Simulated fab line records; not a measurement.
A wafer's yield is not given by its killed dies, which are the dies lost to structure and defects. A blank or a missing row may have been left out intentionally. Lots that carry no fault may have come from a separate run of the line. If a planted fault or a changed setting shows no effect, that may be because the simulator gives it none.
Split-lot study || flow n5 finfet || on a route of 1938 steps: 7 lots, 21 wafers read

## ON THE SPLIT
At N5_MOL_CONTACT_COAG_EXPOSE_37 (exposes mask VD, defocus 0 nm), the setting dose mj was moved away from the recipe's 62 on 6 of the 21 wafers read, by -7.2% to +4.9%. The other wafers ran this setting at the recipe's value.

## FROM THE SPLIT TO THE READING: what the file shows between them, 2 steps
- N5_MOL_CONTACT_COAG_PEB_38: peb time 60 s
- N5_MOL_CONTACT_COAG_DEVELOP_39: develop time 30 s

## THE READING
cd nm, in nm, at N5_MOL_CONTACT_COAG_CD_MEAS_40 (target cd 25.1 nm). Fault-free wafers of this fab line usually give 25.09 nm, standard deviation 0.26 nm.

{"wafer": "L078.1", "tool, chamber at the split": "euv scanner-02, 0", "dose mj as run": 60.83, "against the recipe": "-1.9%", "cd nm, nm": 24.08, "against lot-mates on the recipe": -0.93}
{"wafer": "L078.2", "tool, chamber at the split": "euv scanner-02, 0", "dose mj as run": 62, "against the recipe": "recipe", "cd nm, nm": 25.01, "against lot-mates on the recipe": "-"}
{"wafer": "L078.4", "tool, chamber at the split": "euv scanner-02, 0", "dose mj as run": 60.83, "against the recipe": "-1.9%", "cd nm, nm": 24.85, "against lot-mates on the recipe": -0.16}
{"wafer": "L082.1", "tool, chamber at the split": "euv scanner-02, 0", "dose mj as run": 62, "against the recipe": "recipe", "cd nm, nm": 25.11, "against lot-mates on the recipe": "-"}
{"wafer": "L082.2", "tool, chamber at the split": "euv scanner-02, 0", "dose mj as run": 62, "against the recipe": "recipe", "cd nm, nm": 24.99, "against lot-mates on the recipe": "-"}
{"wafer": "L082.5", "tool, chamber at the split": "euv scanner-02, 0", "dose mj as run": 62, "against the recipe": "recipe", "cd nm, nm": 24.85, "against lot-mates on the recipe": "-"}
{"wafer": "L084.2", "tool, chamber at the split": "euv scanner-02, 0", "dose mj as run": 62, "against the recipe": "recipe", "cd nm, nm": 24.96, "against lot-mates on the recipe": "-"}
{"wafer": "L084.3", "tool, chamber at the split": "euv scanner-02, 0", "dose mj as run": 58.46, "against the recipe": "-5.7%", "cd nm, nm": 23.91, "against lot-mates on the recipe": -1.05}
{"wafer": "L084.6", "tool, chamber at the split": "euv scanner-02, 0", "dose mj as run": 58.46, "against the recipe": "-5.7%", "cd nm, nm": 23.87, "against lot-mates on the recipe": -1.09}
{"wafer": "L089.2", "tool, chamber at the split": "euv scanner-01, 0", "dose mj as run": 65.02, "against the recipe": "+4.9%", "cd nm, nm": 26.13, "against lot-mates on the recipe": "+1.00"}
{"wafer": "L089.4", "tool, chamber at the split": "euv scanner-01, 0", "dose mj as run": 62, "against the recipe": "recipe", "cd nm, nm": 25.07, "against lot-mates on the recipe": "-"}
{"wafer": "L089.6", "tool, chamber at the split": "euv scanner-01, 0", "dose mj as run": 62, "against the recipe": "recipe", "cd nm, nm": 25.19, "against lot-mates on the recipe": "-"}
{"wafer": "L091.3", "tool, chamber at the split": "euv scanner-02, 0", "dose mj as run": 62, "against the recipe": "recipe", "cd nm, nm": 24.61, "against lot-mates on the recipe": "-"}
{"wafer": "L091.5", "tool, chamber at the split": "euv scanner-02, 0", "dose mj as run": 57.56, "against the recipe": "-7.2%", "cd nm, nm": 23.20, "against lot-mates on the recipe": -1.74}
{"wafer": "L091.6", "tool, chamber at the split": "euv scanner-02, 0", "dose mj as run": 62, "against the recipe": "recipe", "cd nm, nm": 25.26, "against lot-mates on the recipe": "-"}
{"wafer": "L094.1", "tool, chamber at the split": "euv scanner-02, 0", "dose mj as run": 62, "against the recipe": "recipe", "cd nm, nm": 25.23, "against lot-mates on the recipe": "-"}
{"wafer": "L094.4", "tool, chamber at the split": "euv scanner-02, 0", "dose mj as run": 62, "against the recipe": "recipe", "cd nm, nm": 24.69, "against lot-mates on the recipe": "-"}
{"wafer": "L094.5", "tool, chamber at the split": "euv scanner-02, 0", "dose mj as run": 62, "against the recipe": "recipe", "cd nm, nm": 25.09, "against lot-mates on the recipe": "-"}
{"wafer": "L095.3", "tool, chamber at the split": "euv scanner-02, 0", "dose mj as run": 62, "against the recipe": "recipe", "cd nm, nm": 24.86, "against lot-mates on the recipe": "-"}
{"wafer": "L095.4", "tool, chamber at the split": "euv scanner-02, 0", "dose mj as run": 62, "against the recipe": "recipe", "cd nm, nm": 24.97, "against lot-mates on the recipe": "-"}
{"wafer": "L095.5", "tool, chamber at the split": "euv scanner-02, 0", "dose mj as run": 62, "against the recipe": "recipe", "cd nm, nm": 25.18, "against lot-mates on the recipe": "-"}

THE FIT
A straight line over all 21 wafers: cd nm changes by +0.225 nm for each +1% of dose mj; r = +0.94; the points scatter about the line by 0.22 nm.
The same after taking each lot's own level away (the mean of its wafers on the recipe; 21 wafers): +0.213 nm for each +1%; r = +0.93; scatter 0.22 nm.
According to that fit, moving dose mj by its largest amount changes the reading by 1.5 nm.
Across the lots, their own levels run from 24.935 to 25.130 nm, a range of 0.8 times the standard deviation given above.
So the lot-to-lot level changes the slope little: the two slopes agree.
Check: with one of the wafers moved furthest among these (-7.2%) left out of the fit, the line predicts -1.43 nm for it against its lot-mates. Against them it came out at -1.74 nm.

## OTHER SPLITS ON THESE WAFERS
These wafers also went through other splits before the reading. Each is held against what the fit with the lots' levels taken away leaves over:
{"other split on the same wafers": "N5_SD_EPI_N_DESCUM_14 time s", "wafers away from the commonest value": 10, "r with cd nm (lot level and that fit taken away)": "+0.26"}
{"other split on the same wafers": "N5_ILD0_ALD_15 ald cycles", "wafers away from the commonest value": 6, "r with cd nm (lot level and that fit taken away)": -0.27}
{"other split on the same wafers": "N5_SDB_COAT_03 spin rpm", "wafers away from the commonest value": 6, "r with cd nm (lot level and that fit taken away)": "+0.10"}
{"other split on the same wafers": "N5_SDB_EXPOSE_08 dose mj", "wafers away from the commonest value": 7, "r with cd nm (lot level and that fit taken away)": "+0.13"}
{"other split on the same wafers": "N5_MOL_CONTACT_COAG_COAT_63 spin rpm", "wafers away from the commonest value": 7, "r with cd nm (lot level and that fit taken away)": "+0.19"}

## THE FILE'S OWN FIT
cd nm changes by +0.22 nm for each +1% of dose mj, r = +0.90.
